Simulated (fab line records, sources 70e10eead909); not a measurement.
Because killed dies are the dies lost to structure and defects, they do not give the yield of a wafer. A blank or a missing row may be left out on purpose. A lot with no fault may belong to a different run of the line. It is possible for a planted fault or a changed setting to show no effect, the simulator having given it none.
Chamber matching | flow nandHarc | 4 sister chambers for NHARC_A_STAIRCASE_DESCUM_186 on rieDiel-05
The step chemistry O2, time 3 s. 8 wafers are shown with their chamber, then 9 later ones without.

== WAFERS PAIRED WITH THEIR CHAMBERS ==
wafer  | chamber | showerheadPlenumPTorr (Torr) | drypumpMotorCurrentA (A)
L083.2 | 1       | 1.98                         | 6.0
L083.4 | 1       | 1.98                         | 6.0
L086.1 | 0       | 1.92                         | 6.1
L086.2 | 2       | 1.89                         | 5.4
L086.3 | 3       | 1.80                         | 6.0
L087.4 | 2       | 1.88                         | 5.5
L087.5 | 0       | 1.92                         | 6.1
L087.6 | 3       | 1.80                         | 5.9

== WAFERS WHOSE CHAMBER IS MISSING ==
wafer  | showerheadPlenumPTorr (Torr) | drypumpMotorCurrentA (A)
L089.1 | 1.92                         | 6.1
L089.3 | 1.80                         | 5.9
L089.6 | 1.92                         | 6.1
L094.1 | 1.88                         | 5.4
L094.4 | 1.88                         | 5.4
L094.6 | 1.80                         | 5.9
L097.1 | 1.98                         | 6.0
L097.2 | 1.80                         | 5.9
L097.6 | 1.98                         | 6.0

== CHAMBER TAKEN BY EACH ==
wafer  | from the rows above | in truth
L089.1 | 0                   | 0
L089.3 | 3                   | 3
L089.6 | 0                   | 0
L094.1 | 2                   | 2
L094.4 | 2                   | 2
L094.6 | 3                   | 3
L097.1 | 1                   | 1
L097.2 | 3                   | 3
L097.6 | 1                   | 1
Placed correctly: 9 of 9. From these rows, 0 cannot be placed. Wrongly placed: 0.
How it was worked out, from the rows above alone: a wafer's distance from a chamber is the root of the sum, over the readings, of the square of ((its reading less the chamber's mean) divided by the reading's scatter). If the next closest chamber is less than 2 further off than the closest, the wafer can't be placed; otherwise it belongs to the closest. The mean given for a chamber averages the wafers shown for that chamber. The scatter is the square root of a quotient: the sum, over the shown wafers, of each reading's squared deviation from its chamber's mean, divided by wafers minus chambers.
